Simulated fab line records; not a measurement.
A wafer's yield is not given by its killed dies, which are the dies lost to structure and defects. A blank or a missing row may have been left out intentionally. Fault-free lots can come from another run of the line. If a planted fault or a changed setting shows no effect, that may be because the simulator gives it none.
Which tool was responsible? | flow n5-finfet | Sampling: 10 lots, 30 wafers, 4 of 1938 route steps

== WHAT THE GAUGES SHOWED, per wafer ==
N5_BEOL_M4_RC_MEAS_101.
lot  | measured     | on        | VT_N_LONG (mV)
L576 | day 7 23:26  | prober-01 | 276.8 278.5 278.2
L577 | day 8 18:49  | prober-01 | 272.6 275.5 277.2
L578 | day 8 13:53  | prober-01 | 273.8 274.4 273.7
L580 | day 9 15:33  | prober-02 | 273.4 274.2 271.4
L582 | day 9 23:47  | prober-01 | 276.4 274.9 278.5
L583 | day 10 15:15 | prober-02 | 276.9 270.7 275.2
L584 | day 11 08:06 | prober-01 | 276.4 275.6 371.9
L589 | day 11 22:25 | prober-01 | 272.8 276.1 272.9
L598 | day 13 07:43 | prober-02 | 275.6 274.7 274.1
L599 | day 14 16:33 | prober-02 | 275.7 275.1 273.7

== WHAT TOOL EACH LOT RAN ON (gives the tool, then ch and the chambers of the sampled wafers, and finally the start) ==
lot  | N5_HKMG_FIN_WET_ETCH_18             | N5_BEOL_M4_ANNEAL_82         | N5_BEOL_M4_ANNEAL_89
L576 | wet-bench-02 ch 1,5,6, day 4 09:45  | pvd-sputter-01, day 7 20:37  | pvd-sputter-01, day 7 21:04
L577 | wet-bench-02 ch 0,2,3, day 4 20:07  | pvd-sputter-03, day 8 16:19  | pvd-sputter-03, day 8 16:45
L578 | wet-bench-02 ch 1,4,5, day 4 22:02  | pvd-sputter-01, day 8 11:22  | pvd-sputter-01, day 8 11:48
L580 | wet-bench-06 ch 2,6,7, day 5 12:34  | pvd-sputter-03, day 9 12:54  | pvd-sputter-03, day 9 13:20
L582 | wet-bench-06 ch 1,6,7, day 5 22:43  | pvd-sputter-01, day 9 21:11  | pvd-sputter-01, day 9 21:39
L583 | wet-bench-02 ch 0,1,7, day 6 18:56  | pvd-sputter-01, day 10 12:28 | pvd-sputter-01, day 10 12:55
L584 | wet-bench-02 ch 1,2,4, day 6 21:35  | pvd-sputter-02, day 11 05:45 | pvd-sputter-02, day 11 06:11
L589 | wet-bench-05 ch 3,5,6, day 7 13:28  | pvd-sputter-03, day 11 19:37 | pvd-sputter-03, day 11 20:04
L598 | wet-bench-05 ch 0,5,6, day 9 21:04  | pvd-sputter-01, day 13 05:23 | pvd-sputter-01, day 13 05:49
L599 | wet-bench-05 ch 1,5,6, day 10 05:19 | pvd-sputter-02, day 14 14:02 | pvd-sputter-02, day 14 14:29
- N5_HKMG_FIN_WET_ETCH_18: etches TiN in SC1, time 55 s, target depth 5.2 nm, rinse time 30 s.
- N5_BEOL_M4_ANNEAL_82: time 240 s.
- N5_BEOL_M4_ANNEAL_89: time 240 s.

== THE ANSWER, worked out from the rows above alone ==
Rule: the usual values come from the lots themselves. The widest of any qualifying gaps counts: lots, ordered by their means at a reading, are off when they make up no more than a third of the lots, leave a main group of 4 or more, and stand apart from it by 3 or more times the standard deviation of that group's means. A main group is skipped when, at the precision printed for the reading in the tables above, its means are all equal. A lot without any number at a reading at which 4 lots or more have one is off too. Any other lot the step has rows for is counted as sound.
Off: L584, seen at N5_BEOL_M4_RC_MEAS_101 (VT_N_LONG). The main group: mean 274.9 mV, standard deviation 1.4.
If a tool, at a process step before that reading, ran all the lots that are off and no sound lot after the first of them, it fits. The gauges at N5_BEOL_M4_RC_MEAS_101 are tried like those tools. One fits: N5_HKMG_FIN_WET_ETCH_18 on wet-bench-02. A fault onset in the window from L583 (day 6 18:56, its last sound lot) to L584 (day 6 21:35, its first lot off) fits.

== WHAT WAS PUT IN BY THE SIMULATOR ==
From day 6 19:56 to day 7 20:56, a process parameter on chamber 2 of wet-bench-02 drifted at N5_HKMG_FIN_WET_ETCH_18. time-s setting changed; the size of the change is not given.
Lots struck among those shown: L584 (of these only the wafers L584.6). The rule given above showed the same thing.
